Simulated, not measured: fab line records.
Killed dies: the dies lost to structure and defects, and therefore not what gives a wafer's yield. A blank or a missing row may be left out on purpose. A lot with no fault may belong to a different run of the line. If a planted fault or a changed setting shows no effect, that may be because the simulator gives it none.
Which tool did it? | flow n5_finfet | 30 wafers from 10 lots sampled at 2 of the route's 1938 steps

## WHAT THE GAUGES SHOWED, per wafer
N5_BEOL_M6_OVL_MEAS_12.
lot  | measured     | on         | M6_OVL (nm)
L511 | day 10 13:22 | overlay-01 | -0.8 -0.2 0.1
L517 | day 11 20:53 | overlay-01 | -0.1 0.0 1.5
L520 | day 12 15:52 | overlay-02 | 1.6 1.0 0.6
L522 | day 13 03:56 | overlay-02 | 0.2 0.8 -0.2
L523 | day 13 11:56 | overlay-02 | -0.4 -0.1 0.5
L526 | day 14 12:00 | overlay-02 | 1.0 1.8 2.1
L527 | day 14 20:35 | overlay-02 | 0.3 0.7 0.6
L529 | day 14 21:06 | overlay-01 | 0.2 -0.1 0.1
L530 | day 15 09:06 | overlay-01 | 1.8 0.4 1.0
L531 | day 15 21:39 | overlay-01 | 0.8 -0.5 -0.5

N5_BEOL_M6_INSPECT_13: inspects for defects (brightfield).
lot  | measured     | on                | raw_defect_count
L511 | day 10 13:23 | defect_inspect-02 | 344 425 319
L517 | day 11 20:55 | defect_inspect-02 | 431 393 374
L520 | day 12 15:53 | defect_inspect-02 | 433 459 474
L522 | day 13 03:58 | defect_inspect-01 | 424 262 371
L523 | day 13 11:58 | defect_inspect-01 | 390 299 534
L526 | day 14 12:01 | defect_inspect-02 | 384 454 377
L527 | day 14 20:37 | defect_inspect-02 | 235 299 293
L529 | day 14 21:07 | defect_inspect-01 | 259 427 302
L530 | day 15 09:07 | defect_inspect-02 | 521 342 360
L531 | day 15 21:40 | defect_inspect-02 | 353 306 384

## WHICH TOOL RAN EACH LOT (tool, then ch and the chambers of the sampled wafers, then the start)
The record holds no process step before these readings.

## AS READ BY THE TOOLS THEMSELVES (means over the sampled wafers that have a number; for cases with no such wafer, the mark the record gives instead)
The record holds no such reading with a usual standard deviation.

## THE ANSWER, worked out from the rows above alone
Rule: the usual values come from the lots themselves. Put in order of their means at a reading, lots are off if they are a third of the lots or fewer, leave a main group of 4 or more, and stand apart from it by a gap of 3 or more times the standard deviation of the main group's means; of several such gaps the widest counts. If all means in a main group match to the digits the tables above print for the reading, that group is not used. A lot without any number at a reading at which 4 lots or more have one is off too. Where the step has rows for the other lots, those lots are counted as sound. After the gauges, taken in route order, come the tools' own readings; for these a lot's mean is taken, as printed above. The first step at which some lot is off is used, and at that step the reading that is off furthest; a lot without a number counts as furthest.
Across all readings shown, no lot is off: no conclusion can be drawn from this.

## WHAT THE SIMULATOR HAD PUT IN
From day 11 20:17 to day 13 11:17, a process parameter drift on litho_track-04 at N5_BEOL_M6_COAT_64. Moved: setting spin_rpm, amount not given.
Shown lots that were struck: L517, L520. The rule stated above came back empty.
